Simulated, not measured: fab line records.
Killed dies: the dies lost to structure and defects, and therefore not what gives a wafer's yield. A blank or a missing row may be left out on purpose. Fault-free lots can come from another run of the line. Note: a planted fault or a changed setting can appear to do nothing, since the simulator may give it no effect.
Which of the tools did it?    flow n5 finfet    72 wafers from 24 lots sampled at 6 of the route's 1938 steps

== WHAT THE GAUGES READ, wafer by wafer ==
N5_BEOL_M6_THK_MEAS_01.
lot   measured      on             M6_ILD_THK (nm)
L074  day 8 09:14   film metro-02  152.0 154.4 155.7
L075  day 8 16:46   film metro-01  150.1 158.8 154.2
L076  day 8 18:25   film metro-02  155.6 158.1 155.8
L077  day 9 02:16   film metro-01  154.7 152.1 157.5
L078  day 9 04:46   film metro-01  154.4 156.9 158.0
L079  day 9 16:22   film metro-02  153.0 151.0 153.8
L080  day 9 22:24   film metro-02  156.9 156.4 157.7
L081  day 10 02:13  film metro-02  151.7 158.3 156.5
L082  day 10 12:51  film metro-02  154.5 154.7 154.2
L083  day 10 18:51  film metro-01  153.2 155.7 154.9
L084  day 11 00:22  film metro-01  155.3 152.3 153.3
L085  day 11 03:17  film metro-01  153.3 154.8 156.2
L086  day 11 19:09  film metro-02  151.0 153.0 154.2
L088  day 11 19:59  film metro-01  152.5 157.3 157.7
L087  day 11 21:10  film metro-01  153.0 154.3 153.4
L089  day 12 00:21  film metro-01  155.2 154.8 156.7
L090  day 12 07:40  film metro-01  155.2 157.4 154.4
L091  day 12 17:25  film metro-02  155.9 156.5 158.2
L092  day 12 23:15  film metro-02  156.8 156.0 155.9
L094  day 13 15:11  film metro-01  153.0 155.4 157.1
L093  day 13 15:43  film metro-01  154.6 153.1 155.6
L095  day 13 20:34  film metro-01  152.8 151.8 154.7
L096  day 14 08:27  film metro-02  153.0 157.3 155.0
L097  day 14 11:31  film metro-01  149.0 153.9 152.1

== TOOL THAT RAN EACH LOT (tool first, then ch and the chambers of the sampled wafers, then the start) ==
lot   N5_BEOL_M5_DESCUM_33                N5_BEOL_M5_DEGAS_44           N5_BEOL_M5_SPUTTER_48         N5_BEOL_M5_ANNEAL_49          N5_BEOL_M5_SPUTTER_81
L074  rie diel-03 ch 1,3, day 8 01:01     pvd sputter-02, day 8 02:02   pvd sputter-02, day 8 03:04   pvd sputter-02, day 8 03:09   pvd sputter-02, day 8 04:09
L075  rie diel-03 ch 0,2, day 8 08:53     pvd sputter-01, day 8 09:50   pvd sputter-02, day 8 10:39   pvd sputter-02, day 8 10:44   pvd sputter-02, day 8 11:44
L076  rie diel-02 ch 0,2, day 8 08:59     pvd sputter-02, day 8 10:04   pvd sputter-01, day 8 12:08   pvd sputter-01, day 8 12:13   pvd sputter-01, day 8 13:13
L077  rie diel-02 ch 0,2,3, day 8 18:17   pvd sputter-03, day 8 19:17   pvd sputter-02, day 8 20:12   pvd sputter-02, day 8 20:17   pvd sputter-02, day 8 21:17
L078  rie diel-01 ch 1,2, day 8 20:46     pvd sputter-01, day 8 22:05   pvd sputter-01, day 8 22:44   pvd sputter-01, day 8 22:49   pvd sputter-01, day 8 23:49
L079  rie diel-03 ch 0,1,3, day 9 07:11   pvd sputter-03, day 9 09:11   pvd sputter-01, day 9 09:50   pvd sputter-01, day 9 09:55   pvd sputter-01, day 9 10:56
L080  rie diel-02 ch 0,1,2, day 9 14:23   pvd sputter-03, day 9 15:25   pvd sputter-01, day 9 16:11   pvd sputter-01, day 9 16:16   pvd sputter-01, day 9 17:17
L081  rie diel-03 ch 0,1,3, day 9 17:50   pvd sputter-02, day 9 19:11   pvd sputter-02, day 9 19:59   pvd sputter-02, day 9 20:04   pvd sputter-02, day 9 21:10
L082  rie diel-03 ch 2,3, day 10 04:01    pvd sputter-02, day 10 05:23  pvd sputter-03, day 10 06:43  pvd sputter-03, day 10 06:48  pvd sputter-03, day 10 07:49
L083  rie diel-02 ch 0,1,2, day 10 10:20  pvd sputter-03, day 10 11:45  pvd sputter-02, day 10 12:24  pvd sputter-02, day 10 12:29  pvd sputter-02, day 10 13:29
L084  rie diel-01 ch 1,2, day 10 16:03    pvd sputter-03, day 10 17:05  pvd sputter-01, day 10 17:49  pvd sputter-01, day 10 17:54  pvd sputter-01, day 10 18:55
L085  rie diel-01 ch 1,2,3, day 10 19:35  pvd sputter-03, day 10 20:34  pvd sputter-02, day 10 21:14  pvd sputter-02, day 10 21:19  pvd sputter-02, day 10 22:19
L086  rie diel-03 ch 1,2,3, day 11 11:17  pvd sputter-01, day 11 12:31  pvd sputter-03, day 11 13:04  pvd sputter-03, day 11 13:09  pvd sputter-03, day 11 14:09
L088  rie diel-01 ch 0,1,2, day 11 11:47  pvd sputter-02, day 11 13:07  pvd sputter-02, day 11 13:56  pvd sputter-02, day 11 14:01  pvd sputter-02, day 11 15:01
L087  rie diel-02 ch 0,1,2, day 11 12:05  pvd sputter-02, day 11 13:41  pvd sputter-01, day 11 14:33  pvd sputter-01, day 11 14:38  pvd sputter-01, day 11 15:38
L089  rie diel-02 ch 0,2,3, day 11 12:28  pvd sputter-01, day 11 14:21  pvd sputter-03, day 11 17:50  pvd sputter-03, day 11 17:55  pvd sputter-03, day 11 18:55
L090  rie diel-02 ch 0,1,2, day 11 22:16  pvd sputter-02, day 11 23:29  pvd sputter-02, day 12 01:28  pvd sputter-02, day 12 01:33  pvd sputter-02, day 12 02:33
L091  rie diel-01 ch 1,2,3, day 12 08:52  pvd sputter-01, day 12 10:08  pvd sputter-01, day 12 10:49  pvd sputter-01, day 12 10:53  pvd sputter-01, day 12 11:53
L092  rie diel-02 ch 0,1,2, day 12 15:10  pvd sputter-03, day 12 16:35  pvd sputter-01, day 12 17:13  pvd sputter-01, day 12 17:17  pvd sputter-01, day 12 18:18
L094  rie diel-02 ch 0,2,3, day 13 07:33  pvd sputter-01, day 13 08:34  pvd sputter-01, day 13 09:07  pvd sputter-01, day 13 09:11  pvd sputter-01, day 13 10:12
L093  rie diel-01 ch 0,2,3, day 13 07:54  pvd sputter-01, day 13 08:50  pvd sputter-03, day 13 09:27  pvd sputter-03, day 13 09:32  pvd sputter-03, day 13 10:32
L095  rie diel-01 ch 1,2,3, day 13 12:02  pvd sputter-02, day 13 13:34  pvd sputter-01, day 13 14:11  pvd sputter-01, day 13 14:16  pvd sputter-01, day 13 15:16
L096  rie diel-03 ch 0,1,2, day 13 23:20  pvd sputter-02, day 14 01:49  pvd sputter-02, day 14 02:23  pvd sputter-02, day 14 02:28  pvd sputter-02, day 14 03:28
L097  rie diel-01 ch 0,2,3, day 14 01:28  pvd sputter-01, day 14 02:35  pvd sputter-03, day 14 05:25  pvd sputter-03, day 14 05:29  pvd sputter-03, day 14 06:29
- N5_BEOL_M5_DESCUM_33: chemistry O2, time 7 s.
- N5_BEOL_M5_DEGAS_44: time 60 s.
- N5_BEOL_M5_SPUTTER_48: material Cu, target thk 15 nm, time 27.62 s.
- N5_BEOL_M5_ANNEAL_49: time 1800 s.
- N5_BEOL_M5_SPUTTER_81: material Cu, target thk 15 nm, time 27.62 s.

== WHAT THE TOOLS THEMSELVES READ (means of the sampled wafers that have a number; where no wafer has one, the mark that the record gives instead) ==
N5_BEOL_M5_DESCUM_33.
lot   tool         drypump motor current A (A)  oes product au (a.u.)  rf vpp V (V)  showerhead plenum p Torr (Torr)  temp c (C)  throttle valve pct (%)
L074  rie diel-03  6.1                          0.75                   242.7         2.10                             40.03       20.58
L075  rie diel-03  5.9                          0.70                   241.9         2.05                             39.98       20.78
L076  rie diel-02  5.5                          0.71                   242.8         2.07                             40.00       20.62
L077  rie diel-02  5.6                          0.74                   242.9         2.07                             39.98       20.38
L078  rie diel-01  5.8                          0.73                   242.2         2.05                             39.94       20.47
L079  rie diel-03  5.9                          0.73                   243.5         2.11                             40.05       20.62
L080  rie diel-02  5.7                          0.78                   243.0         2.05                             40.04       20.49
L081  rie diel-03  5.9                          0.73                   242.8         2.11                             40.19       20.63
L082  rie diel-03  5.9                          0.90                   244.6         2.16                             39.97       20.55
L083  rie diel-02  5.7                          0.78                   242.8         2.05                             40.02       20.49
L084  rie diel-01  6.0                          0.73                   242.8         2.02                             39.84       20.41
L085  rie diel-01  5.7                          0.72                   243.0         2.05                             40.00       20.47
L086  rie diel-03  6.0                          0.81                   244.7         2.12                             39.97       20.58
L088  rie diel-01  5.8                          0.71                   241.1         2.05                             40.12       20.50
L087  rie diel-02  5.7                          0.77                   243.4         2.05                             40.00       20.51
L089  rie diel-02  5.6                          0.72                   243.5         2.06                             39.96       20.41
L090  rie diel-02  5.8                          0.76                   243.2         2.05                             39.98       20.52
L091  rie diel-01  5.7                          0.71                   241.9         2.04                             39.93       20.50
L092  rie diel-02  5.8                          0.76                   243.0         2.04                             39.95       20.53
L094  rie diel-02  5.6                          0.71                   242.5         2.06                             39.95       20.43
L093  rie diel-01  5.8                          0.81                   242.2         2.04                             40.01       20.32
L095  rie diel-01  5.7                          0.70                   242.2         2.04                             40.03       20.51
L096  rie diel-03  6.0                          0.78                   244.4         2.18                             39.93       20.67
L097  rie diel-01  5.8                          0.79                   242.9         2.04                             39.85       20.33

N5_BEOL_M5_DEGAS_44.
lot   tool            heater power w (W)
L074  pvd sputter-02  292
L075  pvd sputter-01  343
L076  pvd sputter-02  341
L077  pvd sputter-03  307
L078  pvd sputter-01  353
L079  pvd sputter-03  328
L080  pvd sputter-03  309
L081  pvd sputter-02  356
L082  pvd sputter-02  313
L083  pvd sputter-03  319
L084  pvd sputter-03  321
L085  pvd sputter-03  314
L086  pvd sputter-01  345
L088  pvd sputter-02  315
L087  pvd sputter-02  316
L089  pvd sputter-01  356
L090  pvd sputter-02  303
L091  pvd sputter-01  346
L092  pvd sputter-03  329
L094  pvd sputter-01  334
L093  pvd sputter-01  335
L095  pvd sputter-02  313
L096  pvd sputter-02  318
L097  pvd sputter-01  344

N5_BEOL_M5_SPUTTER_48.
lot   tool            throttle valve pct (%)
L074  pvd sputter-02  29.2
L075  pvd sputter-02  30.2
L076  pvd sputter-01  29.6
L077  pvd sputter-02  28.9
L078  pvd sputter-01  29.7
L079  pvd sputter-01  29.9
L080  pvd sputter-01  29.5
L081  pvd sputter-02  28.8
L082  pvd sputter-03  30.1
L083  pvd sputter-02  29.5
L084  pvd sputter-01  30.1
L085  pvd sputter-02  30.1
L086  pvd sputter-03  30.4
L088  pvd sputter-02  29.2
L087  pvd sputter-01  29.5
L089  pvd sputter-03  29.7
L090  pvd sputter-02  29.6
L091  pvd sputter-01  29.7
L092  pvd sputter-01  29.7
L094  pvd sputter-01  29.7
L093  pvd sputter-03  30.0
L095  pvd sputter-01  29.9
L096  pvd sputter-02  30.0
L097  pvd sputter-03  30.1

N5_BEOL_M5_ANNEAL_49.
lot   tool            heater power w (W)
L074  pvd sputter-02  786
L075  pvd sputter-02  842
L076  pvd sputter-01  847
L077  pvd sputter-02  945
L078  pvd sputter-01  876
L079  pvd sputter-01  848
L080  pvd sputter-01  845
L081  pvd sputter-02  879
L082  pvd sputter-03  821
L083  pvd sputter-02  817
L084  pvd sputter-01  852
L085  pvd sputter-02  785
L086  pvd sputter-03  810
L088  pvd sputter-02  848
L087  pvd sputter-01  831
L089  pvd sputter-03  826
L090  pvd sputter-02  798
L091  pvd sputter-01  872
L092  pvd sputter-01  833
L094  pvd sputter-01  857
L093  pvd sputter-03  807
L095  pvd sputter-01  885
L096  pvd sputter-02  787
L097  pvd sputter-03  810

N5_BEOL_M5_SPUTTER_81.
lot   tool            throttle valve pct (%)
L074  pvd sputter-02  29.0
L075  pvd sputter-02  30.3
L076  pvd sputter-01  29.6
L077  pvd sputter-02  28.9
L078  pvd sputter-01  29.8
L079  pvd sputter-01  30.1
L080  pvd sputter-01  29.2
L081  pvd sputter-02  28.7
L082  pvd sputter-03  30.3
L083  pvd sputter-02  29.7
L084  pvd sputter-01  29.8
L085  pvd sputter-02  30.0
L086  pvd sputter-03  30.5
L088  pvd sputter-02  29.2
L087  pvd sputter-01  29.7
L089  pvd sputter-03  29.8
L090  pvd sputter-02  29.6
L091  pvd sputter-01  29.6
L092  pvd sputter-01  29.7
L094  pvd sputter-01  29.7
L093  pvd sputter-03  30.2
L095  pvd sputter-01  29.8
L096  pvd sputter-02  29.9
L097  pvd sputter-03  30.0

== THE ANSWER, worked out from the rows above alone ==
Rule: what is usual is taken from the lots themselves. Put in order of their means at a reading, lots are off if they are a third of the lots or fewer, leave a main group of 4 or more, and stand apart from it by a gap of 3 or more times the standard deviation of the main group's means; of several such gaps the widest counts. A main group whose means are all the same, to the digits that the tables above print for the reading, isn't used. A lot without any number at a reading at which 4 lots or more have one is off too. All remaining lots with rows at the step are treated as sound. First the gauges in route order, then the tools' own readings, where a lot's mean is used as printed above. The first step at which some lot is off is used, and at that step the reading that is off furthest; a lot without a number counts as furthest.
Across all readings shown, no lot is off: no conclusion can be drawn from this.

== WHAT THE SIMULATOR HAD INSERTED ==
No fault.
